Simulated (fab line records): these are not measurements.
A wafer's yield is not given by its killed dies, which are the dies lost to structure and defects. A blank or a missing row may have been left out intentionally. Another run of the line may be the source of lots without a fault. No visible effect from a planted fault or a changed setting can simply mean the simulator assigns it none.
Chamber matching || flow n5Finfet || 3 sister chambers for N5_BEOL_M8_ILD_DEP_00 on pecvd-01
The step deposits SiCOH lowk from DEMS/porogen, target thk 179.75 nm, time 33.4 s. 3 wafers are shown with their chamber, then 8 later ones without.

## WAFERS, EACH WITH ITS CHAMBER
{"wafer": "L091.1", "chamber": 1, "throttleValvePct (%)": 13.5}
{"wafer": "L091.3", "chamber": 0, "throttleValvePct (%)": 13.9}
{"wafer": "L094.1", "chamber": 2, "throttleValvePct (%)": 12.7}

## WAFERS WITHOUT THEIR CHAMBER
{"wafer": "L094.4", "throttleValvePct (%)": 12.7}
{"wafer": "L094.6", "throttleValvePct (%)": 13.5}
{"wafer": "L090.1", "throttleValvePct (%)": 13.6}
{"wafer": "L090.3", "throttleValvePct (%)": 13.9}
{"wafer": "L090.5", "throttleValvePct (%)": 13.5}
{"wafer": "L096.2", "throttleValvePct (%)": 13.9}
{"wafer": "L096.4", "throttleValvePct (%)": 12.7}
{"wafer": "L096.6", "throttleValvePct (%)": 13.8}

## THE CHAMBER EACH PASSED THROUGH
{"wafer": "L094.4", "from the rows above": 2, "in truth": 2}
{"wafer": "L094.6", "from the rows above": 1, "in truth": 1}
{"wafer": "L090.1", "from the rows above": 1, "in truth": 1}
{"wafer": "L090.3", "from the rows above": 0, "in truth": 0}
{"wafer": "L090.5", "from the rows above": 1, "in truth": 1}
{"wafer": "L096.2", "from the rows above": 0, "in truth": 0}
{"wafer": "L096.4", "from the rows above": 2, "in truth": 2}
{"wafer": "L096.6", "from the rows above": 0, "in truth": 0}
Correct placement for 8 of the 8. Number that these rows cannot place: 0. 0 placed wrongly.
How it was worked out, from the rows above alone: a wafer's distance from a chamber is the root of the sum, over the readings, of the square of ((its reading less the chamber's mean) divided by the reading's scatter). The wafer belongs to the nearest chamber; if the next one is less than 2 further off, it can't be placed. For every chamber, the mean is computed from those of its wafers that are shown. The scatter: with one shown wafer a chamber, the root of the mean of the squares of how far each hidden wafer lies from its nearest shown one.
